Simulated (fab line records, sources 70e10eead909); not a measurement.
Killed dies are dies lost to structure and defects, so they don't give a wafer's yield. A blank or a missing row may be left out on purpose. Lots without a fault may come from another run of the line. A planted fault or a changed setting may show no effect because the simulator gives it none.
A struck lot beside a sound one | flow nand_harc | 42 steps out of a route of 1302
Sound: wafers L580.2, L580.5, L580.6. Struck: wafers L584.1, L584.4. The cause comes at the end.
At each step with rows: each side's tool, then ch and its chambers, then its first start. Under that, the readings that differ: sound wafers | struck wafers | difference of the means | sigmas: that difference in standard deviations of wafers without a fault.
alike: readings whose means differ by less than 2 such deviations, and words and numbers that are the same on both sides. not compared: withheld readings, readings that some wafer has no value for, bounds like >300 that may hide the same value, and numbers for which the record gives no deviation and whose values overlap.
The two part at a step that has a row with sigmas, a row that says differs or no value, or rows on one side only. Numbers that don't overlap but have no deviation are shown without sigmas and don't part them. A reading that every wafer of one side lacks parts them only if that side has two wafers or more.

first, 1 step without rows for these wafers: NHARC_P_STI_HARDBAKE_13 (time 65 s).
NHARC_P_STI_DESCUM_14: chemistry O2, time 3 s.
  sound on rie_diel-08 ch 2,3, day 4 01:07; struck on rie_diel-10 ch 1,3, day 5 21:11
  alike: drypump_motor_current_A, oes_product_au, rf_vpp_V, showerhead_plenum_p_Torr, throttle_valve_pct
  not compared: rf_hours_counter_h
then, 1 step without rows for these wafers: NHARC_P_STI_ETCH_42 (etches the open film in N2/H2, target depth 80 nm, overetch 24 nm, time 61 s).
NHARC_P_STI_ETCH_31: etches the open film in CF4/CHF3, target depth 108.9 nm, time 54.5 s.
  sound on rie_diel-08 ch 0,1; struck on rie_diel-10 ch 2,3
  alike: drypump_motor_current_A, oes_product_au, rf_vpp_V, showerhead_plenum_p_Torr, throttle_valve_pct
  not compared: rf_hours_counter_h
NHARC_P_STI_ETCH_15: etches the open film in HBr/Cl2, target depth 300 nm, time 100.1 s.
  sound on rie_si-02 ch 0,2,3, day 4 01:26; struck on rie_si-02 ch 2,3, day 5 21:28
  alike: drypump_motor_current_A, he_backside_leak_sccm, mfc_cl2_sccm, oes_product_au, throttle_valve_pct
  not compared: rf_hours_counter_h
NHARC_P_STI_CD_MEAS_16:
  sound on cd_sem-03, day 4 01:33; struck on cd_sem-02, day 5 21:37
  alike: cd_nm
NHARC_P_STI_OCD_MEAS_17:
  sound on ocd-01, day 4 01:38; struck on ocd-02, day 5 21:42
  alike: trench_depth_nm, trench_foot_cd_nm
then, 3 steps without rows for these wafers: NHARC_P_STI_STRIP_19 (strips in SPM, time 900 s); NHARC_P_STI_PRECLEAN_32 (cleans in SC1); NHARC_P_STI_SRD_23.
NHARC_P_STI_OCD_MEAS_43:
  sound on ocd-02, day 4 02:09; struck on ocd-01, day 5 22:13
  alike: trench_depth_nm, trench_foot_cd_nm
then, 1 step without rows for these wafers: NHARC_P_STI_OXIDE_33 (material SiO2, target thk 10 nm, ox time 281 s).
NHARC_P_STI_HDPCVD_20: deposits SiO2.
  sound on hdpcvd-01 ch 0,1, day 4 10:24; struck on hdpcvd-01 ch 0, day 6 03:34
then, 1 step without rows for these wafers: NHARC_P_STI_ANNEAL_34 (time 1800 s).
NHARC_P_STI_CMP_21: polishes, t overpolish 20 s, target thk 380.67 nm.
  sound on cmp-01 ch 0,1,2, day 4 19:13; struck on cmp-04 ch 0,1, day 6 11:34
  alike: motor_current_A, overpolish_run_s
then, 19 steps without rows for these wafers: NHARC_P_STI_SRD_35; NHARC_P_STI_ETCH_36 (etches SiO2 in dHF, target depth 38.8 nm); NHARC_P_STI_STRIP_24 (strips Si3N4 in H3PO4); NHARC_P_STI_ETCH_37 (etches SiO2 in dHF, target depth 11 nm); NHARC_P_STI_PRECLEAN_38 (cleans in SC1); NHARC_P_STI_SRD_39; NHARC_P_STI_OXIDE_40 (material SiO2, target thk 10 nm, ox time 1362 s); NHARC_P_GATE_ETCH_69 (etches SiO2 in dHF, target depth 14 nm); NHARC_P_GATE_PRECLEAN_70 (cleans in SC1); NHARC_P_GATE_SRD_01; NHARC_P_GATE_OXIDE_02 (material SiO2, target thk 37.5 nm, ox time 365 s); NHARC_P_GATE_DEHYDRATE_03 (time 120 s); NHARC_P_GATE_HMDS_04 (time 30 s); NHARC_P_GATE_COAT_05; NHARC_P_GATE_SOFTBAKE_06 (time 95 s); NHARC_P_GATE_EBR_07; NHARC_P_GATE_EXPOSE_08 (exposes mask P HV); NHARC_P_GATE_PEB_09 (peb time 85 s); NHARC_P_GATE_DEVELOP_10 (time 70 s).
NHARC_P_GATE_CD_MEAS_11: target cd 1640 nm.
  sound on cd_sem-02 ch 0, day 5 12:25; struck on cd_sem-02 ch 0, day 7 04:07
  alike: cd_nm
then, 1 step without rows for these wafers: NHARC_P_GATE_HARDBAKE_12 (time 80 s).
NHARC_P_GATE_DESCUM_13: chemistry O2, time 3 s.
  sound on rie_diel-02 ch 0,3, day 5 12:35; struck on rie_diel-06 ch 0,2, day 7 04:16
  alike: drypump_motor_current_A, oes_product_au, rf_vpp_V, showerhead_plenum_p_Torr, throttle_valve_pct
  not compared: rf_hours_counter_h
then, 3 steps without rows for these wafers: NHARC_P_GATE_ETCH_14 (etches SiO2 in dHF, target depth 48.8 nm); NHARC_P_GATE_STRIP_15 (strips in SPM, time 780 s); NHARC_P_GATE_PRECLEAN_71 (cleans in SC1).
NHARC_P_CONTACT_DESCUM_17: chemistry O2, time 3 s.
  sound on rie_diel-04 ch 0,3, day 6 23:11; struck on rie_diel-05 ch 1,2, day 8 18:31
  reading | sound | struck                                            | difference                   | sigmas
  hold    | - - - | await_dispo/1.0h/release await_dispo/1.0h/release | no value on the sound wafers |
  alike: drypump_motor_current_A, oes_product_au, rf_vpp_V, showerhead_plenum_p_Torr, throttle_valve_pct
  not compared: rf_hours_counter_h
-- the record jumps here: 19 days lie between the struck wafers' starts before and after (it left off in module P_CONTACT and takes up again in module END, whose first step shown is number 1302 of the route) --
NHARC_END_SORT_01:
  the record has rows for the struck wafers here (prober-02 ch 0, day 27 12:34) and none for the sound ones

WHERE THEY PART
First at NHARC_P_CONTACT_DESCUM_17; last, within this record, at NHARC_END_SORT_01.

WHY: what the simulator had put in
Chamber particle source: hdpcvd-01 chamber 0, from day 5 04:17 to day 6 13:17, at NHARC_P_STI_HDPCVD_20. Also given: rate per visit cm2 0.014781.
